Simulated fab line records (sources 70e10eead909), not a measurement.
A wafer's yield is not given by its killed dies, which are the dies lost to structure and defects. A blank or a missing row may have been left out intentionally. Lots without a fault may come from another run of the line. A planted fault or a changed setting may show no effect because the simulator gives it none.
What tool caused it?	flow nandHarc	69 wafers from 23 lots sampled at 6 of the route's 1302 steps

== WHAT THE GAUGES SHOWED, per wafer ==
The record holds no reading of a measuring or inspecting step that can be judged against a usual standard deviation.

== EACH LOT AND THE TOOL THAT RAN IT (in order: tool; ch and the chambers of the sampled wafers; start) ==
lot	NHARC_A_STAIRCASE_ETCH_17	NHARC_A_STAIRCASE_TRIM_22	NHARC_A_STAIRCASE_STRIP_175	NHARC_A_STAIRCASE_ETCH_188	NHARC_A_STAIRCASE_TRIM_189	NHARC_A_STAIRCASE_TRIM_191
L074	rieDiel-03 ch 2,3, day 15 17:22 or earlier	rieDiel-03 ch 0,2,3, day 15 17:22 or earlier	plasmaAsher-02 ch 0,1, day 15 17:22	rieDiel-03 ch 1,2,3, no start	rieDiel-03 ch 0,2, no start	rieDiel-03 ch 1,2, no start
L075	rieDiel-09 ch 1,2,3, day 15 20:32 or earlier	rieDiel-09 ch 0,2,3, day 15 20:32 or earlier	plasmaAsher-01 ch 0,1, day 15 20:32	rieDiel-08 ch 0,1,2, no start	rieDiel-08 ch 0,2,3, no start	rieDiel-08 ch 0,1,3, no start
L076	rieDiel-09 ch 0,2,3, day 16 16:03 or earlier	rieDiel-09 ch 0,1,2, day 16 16:03 or earlier	plasmaAsher-02 ch 0,1, day 16 16:03	rieDiel-08 ch 0,3, no start	rieDiel-08 ch 1,2,3, no start	rieDiel-08 ch 0,1,2, no start
L077	rieDiel-09 ch 0,1,3, day 17 04:19 or earlier	rieDiel-08 ch 1,2, day 17 04:19 or earlier	plasmaAsher-01 ch 0,1, day 17 04:19	rieDiel-03 ch 0,1,2, no start	rieDiel-03 ch 0,1, no start	rieDiel-03 ch 1,2,3, no start
L078	rieDiel-03 ch 0,1, day 17 05:13 or earlier	rieDiel-03 ch 0,1,2, day 17 05:13 or earlier	plasmaAsher-02 ch 0,1, day 17 05:13	rieDiel-09 ch 0,1,3, no start	rieDiel-09 ch 0,1,3, no start	rieDiel-09 ch 1,2,3, no start
L080	rieDiel-09 ch 0,1, day 17 19:55 or earlier	rieDiel-09 ch 2,3, day 17 19:55 or earlier	plasmaAsher-02 ch 0,1, day 17 19:55	rieDiel-09 ch 1,2,3, no start	rieDiel-09 ch 0,1,3, no start	rieDiel-09 ch 2,3, no start
L079	rieDiel-03 ch 0,1,2, day 17 19:58 or earlier	rieDiel-09 ch 1,2, day 17 19:58 or earlier	plasmaAsher-01 ch 0,1, day 17 19:58	rieDiel-08 ch 0,2, no start	rieDiel-08 ch 0,1,2, no start	rieDiel-08 ch 0,1,2, no start
L082	rieDiel-08 ch 0,1,2, day 19 05:11 or earlier	rieDiel-08 ch 0,2,3, day 19 05:11 or earlier	plasmaAsher-02 ch 0,1, day 19 05:11	rieDiel-03 ch 1,3, no start	rieDiel-03 ch 0,1,3, no start	rieDiel-03 ch 0,3, no start
L083	rieDiel-03 ch 1,3, day 19 06:16 or earlier	rieDiel-03 ch 0,1,3, day 19 06:16 or earlier	plasmaAsher-01 ch 0,1, day 19 06:16	rieDiel-08 ch 1,2,3, no start	rieDiel-08 ch 0,1,3, no start	rieDiel-08 ch 0,1, no start
L084	rieDiel-08 ch 0,1,3, day 20 02:20 or earlier	rieDiel-08 ch 1,2,3, day 20 02:20 or earlier	plasmaAsher-01 ch 0,1, day 20 02:20	rieDiel-09 ch 1,2,3, no start	rieDiel-09 ch 0,1,3, no start	rieDiel-09 ch 0,2,3, no start
L085	rieDiel-03 ch 0,2, day 20 02:31 or earlier	rieDiel-03 ch 0,2,3, day 20 02:31 or earlier	plasmaAsher-02 ch 0,1, day 20 02:31	rieDiel-08 ch 0,1,2, no start	rieDiel-08 ch 1,3, no start	rieDiel-08 ch 0,1, no start
L086	rieDiel-03 ch 0,1,3, day 20 18:56 or earlier	rieDiel-08 ch 2,3, day 20 18:56 or earlier	plasmaAsher-01 ch 0,1, day 20 18:56	rieDiel-09 ch 0,2,3, no start	rieDiel-09 ch 0,1,2, no start	rieDiel-09 ch 0,1, no start
L087	rieDiel-09 ch 0,1,3, day 21 00:07 or earlier	rieDiel-09 ch 1,2,3, day 21 00:07 or earlier	plasmaAsher-01 ch 0,1, day 21 00:07	rieDiel-08 ch 0,1,3, no start	rieDiel-08 ch 2,3, no start	rieDiel-08 ch 0,1,2, no start
L089	rieDiel-03 ch 0,3, day 21 19:08 or earlier	rieDiel-08 ch 1,2,3, day 21 19:08 or earlier	plasmaAsher-01 ch 0,1, day 21 19:08	rieDiel-03 ch 0,1,2, no start	rieDiel-03 ch 0,2,3, no start	rieDiel-03 ch 1,2,3, no start
L088	rieDiel-09 ch 0,3, day 21 19:20 or earlier	rieDiel-03 ch 1,2, day 21 19:20 or earlier	plasmaAsher-01 ch 0,1, day 21 19:20	rieDiel-03 ch 2,3, no start	rieDiel-03 ch 1,2, no start	rieDiel-03 ch 2,3, no start
L090	rieDiel-08 ch 0,3, day 22 15:44 or earlier	rieDiel-08 ch 0,1,2, day 22 15:44 or earlier	plasmaAsher-02 ch 0,1, day 22 15:44	rieDiel-09 ch 1,3, no start	rieDiel-09 ch 1,3, no start	rieDiel-09 ch 1,2,3, no start
L091	rieDiel-09 ch 2,3, day 22 16:16 or earlier	rieDiel-09 ch 0,1,2, day 22 16:16 or earlier	plasmaAsher-02 ch 0, day 22 16:16	rieDiel-08 ch 0,1, no start	rieDiel-08 ch 0,3, no start	rieDiel-08 ch 0,1,2, no start
L092	rieDiel-09 ch 0,1,2, day 23 13:23 or earlier	rieDiel-08 ch 0,1,2, day 23 13:23 or earlier	plasmaAsher-02 ch 0,1, day 23 13:23	rieDiel-03 ch 0,1,3, no start	rieDiel-03 ch 0,2, no start	rieDiel-03 ch 0,2,3, no start
L093	rieDiel-09 ch 0,2,3, day 23 13:41 or earlier	rieDiel-09 ch 0,2,3, day 23 13:41 or earlier	plasmaAsher-01 ch 0,1, day 23 13:41	rieDiel-03 ch 0,1,3, no start	rieDiel-03 ch 0,1,3, no start	rieDiel-03 ch 0,1,2, no start
L094	rieDiel-09 ch 2,3, day 24 01:23 or earlier	rieDiel-09 ch 0,1,2, day 24 01:23 or earlier	plasmaAsher-02 ch 0,1, day 24 01:23	rieDiel-08 ch 1,2,3, no start	rieDiel-08 ch 1,2, no start	rieDiel-08 ch 0,2,3, no start
L095	rieDiel-08 ch 0,1, day 24 14:26 or earlier	rieDiel-08 ch 0,2,3, day 24 14:26 or earlier	plasmaAsher-01 ch 0,1, day 24 14:26	rieDiel-03 ch 1,2, no start	rieDiel-03 ch 0,3, no start	rieDiel-03 ch 0,3, no start
L096	rieDiel-03 ch 1,2, day 24 23:04 or earlier	rieDiel-03 ch 1,2, day 24 23:04 or earlier	plasmaAsher-01 ch 0,1, day 24 23:04	rieDiel-08 ch 0,2,3, no start	rieDiel-08 ch 0,2,3, no start	rieDiel-08 ch 1,2, no start
L097	rieDiel-09 ch 0,1, day 25 04:48 or earlier	rieDiel-03 ch 0,2,3, day 25 04:48 or earlier	plasmaAsher-01 ch 0,1, day 25 04:48	rieDiel-08 ch 0,1,2, no start	rieDiel-08 ch 0,1, no start	rieDiel-08 ch 0,2,3, no start
- NHARC_A_STAIRCASE_ETCH_17: etches the open film in C4F8/O2, target depth 100 nm, time 40.5 s.
- NHARC_A_STAIRCASE_TRIM_22: chemistry O2, time 211.2 s.
- NHARC_A_STAIRCASE_STRIP_175: strips in O2.
- NHARC_A_STAIRCASE_ETCH_188: etches the open film in C4F8/O2, target depth 100 nm, time 40.5 s.
- NHARC_A_STAIRCASE_TRIM_189: chemistry O2, time 211.2 s.
- NHARC_A_STAIRCASE_TRIM_191: chemistry O2, time 211.2 s.

== WHAT THE TOOLS THEMSELVES READ (means of the sampled wafers that have a number; where no wafer has one, the mark that the record gives instead) ==
NHARC_A_STAIRCASE_ETCH_17.
lot	tool	biasW (W)	oesProductAu (a.u.)	rfVppV (V)
L074	rieDiel-03	999.5	0.949	898
L075	rieDiel-09	999.5	0.941	897
L076	rieDiel-09	998.5	0.937	896
L077	rieDiel-09	999.8	0.931	895
L078	rieDiel-03	1005.4	0.941	894
L080	rieDiel-09	997.8	0.926	894
L079	rieDiel-03	1001.1	0.940	893
L082	rieDiel-08	999.0	0.939	897
L083	rieDiel-03	998.8	0.953	901
L084	rieDiel-08	999.1	0.942	900
L085	rieDiel-03	999.8	0.968	893
L086	rieDiel-03	996.4	0.950	897
L087	rieDiel-09	999.8	0.929	895
L089	rieDiel-03	998.4	0.964	897
L088	rieDiel-09	998.4	0.940	894
L090	rieDiel-08	996.4	0.965	897
L091	rieDiel-09	1004.2	0.944	897
L092	rieDiel-09	1004.0	0.939	894
L093	rieDiel-09	997.3	0.945	895
L094	rieDiel-09	996.7	0.948	896
L095	rieDiel-08	996.8	0.944	899
L096	rieDiel-03	1000.4	0.942	893
L097	rieDiel-09	1000.5	0.935	895

NHARC_A_STAIRCASE_TRIM_22.
lot	tool	drypumpMotorCurrentA (A)	oesProductAu (a.u.)	rfVppV (V)	showerheadPlenumPTorr (Torr)	throttleValvePct (%)
L074	rieDiel-03	5.3	1.004	58.1	3.57	17.036
L075	rieDiel-09	6.0	0.982	58.2	3.55	17.034
L076	rieDiel-09	5.7	0.986	57.3	3.53	17.032
L077	rieDiel-08	5.6	0.996	57.5	3.62	17.038
L078	rieDiel-03	5.4	1.002	57.8	3.46	17.029
L080	rieDiel-09	5.9	0.987	57.7	3.58	17.033
L079	rieDiel-09	5.6	0.983	58.0	3.57	17.029
L082	rieDiel-08	5.4	0.994	57.5	3.51	17.034
L083	rieDiel-03	5.7	1.008	57.7	3.56	17.040
L084	rieDiel-08	5.4	0.989	57.8	3.56	17.025
L085	rieDiel-03	5.3	1.018	57.9	3.55	17.037
L086	rieDiel-08	5.2	1.002	57.7	3.50	17.036
L087	rieDiel-09	5.9	0.985	57.5	3.53	17.042
L089	rieDiel-08	5.4	1.001	57.0	3.55	17.029
L088	rieDiel-03	5.2	0.998	57.4	3.45	17.037
L090	rieDiel-08	5.7	1.002	57.8	3.54	17.041
L091	rieDiel-09	5.6	0.995	58.2	3.51	17.030
L092	rieDiel-08	5.6	0.997	57.5	3.54	17.034
L093	rieDiel-09	6.0	0.995	58.4	3.51	17.033
L094	rieDiel-09	5.6	0.996	58.3	3.50	17.041
L095	rieDiel-08	5.4	0.999	57.4	3.49	17.025
L096	rieDiel-03	5.2	0.996	58.0	3.44	17.028
L097	rieDiel-03	5.3	1.011	57.5	3.53	17.043

NHARC_A_STAIRCASE_STRIP_175.
lot	tool	drypumpMotorCurrentA (A)	heaterPowerW (W)
L074	plasmaAsher-02	5.62	329
L075	plasmaAsher-01	5.82	345
L076	plasmaAsher-02	5.78	323
L077	plasmaAsher-01	5.67	354
L078	plasmaAsher-02	5.79	321
L080	plasmaAsher-02	5.78	324
L079	plasmaAsher-01	5.66	351
L082	plasmaAsher-02	5.57	330
L083	plasmaAsher-01	5.66	352
L084	plasmaAsher-01	5.83	342
L085	plasmaAsher-02	5.79	326
L086	plasmaAsher-01	5.83	340
L087	plasmaAsher-01	5.83	343
L089	plasmaAsher-01	5.81	343
L088	plasmaAsher-01	5.83	341
L090	plasmaAsher-02	5.59	327
L091	plasmaAsher-02	5.41	329
L092	plasmaAsher-02	5.60	330
L093	plasmaAsher-01	5.83	338
L094	plasmaAsher-02	5.78	327
L095	plasmaAsher-01	5.83	349
L096	plasmaAsher-01	5.81	341
L097	plasmaAsher-01	5.67	341

NHARC_A_STAIRCASE_ETCH_188.
lot	tool	biasW (W)	oesProductAu (a.u.)	rfVppV (V)
L074	rieDiel-03	998.3	0.950	898
L075	rieDiel-08	1000.3	0.935	897
L076	rieDiel-08	1002.8	0.942	898
L077	rieDiel-03	1003.3	0.951	894
L078	rieDiel-09	997.6	0.936	895
L080	rieDiel-09	999.7	0.913	897
L079	rieDiel-08	1005.5	0.942	893
L082	rieDiel-03	997.0	0.938	897
L083	rieDiel-08	999.4	0.950	897
L084	rieDiel-09	999.1	0.920	896
L085	rieDiel-08	1002.5	0.925	897
L086	rieDiel-09	1001.0	0.933	896
L087	rieDiel-08	999.1	0.945	899
L089	rieDiel-03	1000.0	0.955	894
L088	rieDiel-03	998.5	0.943	901
L090	rieDiel-09	1002.0	0.944	895
L091	rieDiel-08	999.2	0.941	900
L092	rieDiel-03	1002.2	0.955	896
L093	rieDiel-03	1002.3	0.949	897
L094	rieDiel-08	999.5	0.959	896
L095	rieDiel-03	1001.8	0.930	892
L096	rieDiel-08	998.7	0.956	894
L097	rieDiel-08	999.3	0.944	897

NHARC_A_STAIRCASE_TRIM_189.
lot	tool	drypumpMotorCurrentA (A)	oesProductAu (a.u.)	rfVppV (V)	showerheadPlenumPTorr (Torr)	throttleValvePct (%)
L074	rieDiel-03	5.1	1.013	57.3	3.45	17.036
L075	rieDiel-08	5.4	1.000	57.9	3.52	17.037
L076	rieDiel-08	5.4	1.001	57.8	3.57	17.039
L077	rieDiel-03	5.8	1.004	57.7	3.47	17.041
L078	rieDiel-09	6.0	0.988	57.1	3.51	17.038
L080	rieDiel-09	6.0	0.995	57.0	3.50	17.033
L079	rieDiel-08	5.6	0.999	57.3	3.56	17.041
L082	rieDiel-03	5.7	1.010	58.2	3.56	17.039
L083	rieDiel-08	5.4	0.988	57.7	3.63	17.026
L084	rieDiel-09	6.0	0.997	57.5	3.49	17.042
L085	rieDiel-08	5.4	0.995	59.3	3.68	17.030
L086	rieDiel-09	5.7	0.985	58.6	3.51	17.033
L087	rieDiel-08	5.3	0.998	58.3	3.50	17.040
L089	rieDiel-03	5.3	1.010	58.5	3.54	17.033
L088	rieDiel-03	5.7	0.997	58.1	3.46	17.026
L090	rieDiel-09	6.0	0.989	58.3	3.49	17.038
L091	rieDiel-08	5.4	1.011	57.2	3.56	17.039
L092	rieDiel-03	5.0	0.995	57.6	3.43	17.041
L093	rieDiel-03	5.7	1.006	58.5	3.55	17.044
L094	rieDiel-08	5.7	1.008	57.7	3.47	17.035
L095	rieDiel-03	5.4	1.012	57.8	3.52	17.037
L096	rieDiel-08	5.4	0.998	58.4	3.49	17.046
L097	rieDiel-08	5.6	1.009	58.5	3.61	17.043

NHARC_A_STAIRCASE_TRIM_191.
lot	tool	drypumpMotorCurrentA (A)	oesProductAu (a.u.)	rfVppV (V)	showerheadPlenumPTorr (Torr)	throttleValvePct (%)
L074	rieDiel-03	5.7	1.011	57.0	3.48	17.033
L075	rieDiel-08	5.4	1.004	58.4	3.65	17.032
L076	rieDiel-08	5.6	0.998	57.8	3.57	17.035
L077	rieDiel-03	5.5	1.002	58.0	3.58	17.040
L078	rieDiel-09	5.9	0.987	59.1	3.55	17.034
L080	rieDiel-09	5.9	0.991	57.6	3.58	17.032
L079	rieDiel-08	5.6	1.005	58.1	3.56	17.035
L082	rieDiel-03	5.6	1.007	57.7	3.66	17.040
L083	rieDiel-08	5.6	0.990	58.1	3.69	17.033
L084	rieDiel-09	6.0	0.987	58.5	3.53	17.042
L085	rieDiel-08	5.6	1.004	57.7	3.63	17.030
L086	rieDiel-09	5.7	0.990	58.5	3.47	17.033
L087	rieDiel-08	5.6	1.000	57.7	3.55	17.034
L089	rieDiel-03	5.5	1.009	57.8	3.56	17.034
L088	rieDiel-03	5.1	1.005	57.5	3.55	17.038
L090	rieDiel-09	5.9	0.999	57.8	3.53	17.039
L091	rieDiel-08	5.6	0.988	57.8	3.54	17.045
L092	rieDiel-03	5.2	1.012	57.5	3.54	17.038
L093	rieDiel-03	5.4	1.002	58.1	3.44	17.041
L094	rieDiel-08	5.4	0.996	57.7	3.49	17.045
L095	rieDiel-03	5.4	1.020	58.5	3.52	17.045
L096	rieDiel-08	5.6	0.998	57.6	3.59	17.034
L097	rieDiel-08	5.4	0.999	57.7	3.49	17.033

== THE ANSWER, worked out from the rows above alone ==
Rule: usual is defined by the lots themselves. Put in order of their means at a reading, lots are off if they are a third of the lots or fewer, leave a main group of 4 or more, and stand apart from it by a gap of 3 or more times the standard deviation of the main group's means; of several such gaps the widest counts. If all means in a main group match to the digits the tables above print for the reading, that group is not used. A lot without any number at a reading at which 4 lots or more have one is off too. The other lots that the step has rows for count as sound. First the gauges in route order, then the tools' own readings, where a lot's mean is used as printed above. At the first step where some lot is off, the reading lying furthest off is the one used; lots without a number count as furthest.
Nothing can be told from this: no lot is off at any reading shown.

== WHAT THE SIMULATOR PUT IN ==
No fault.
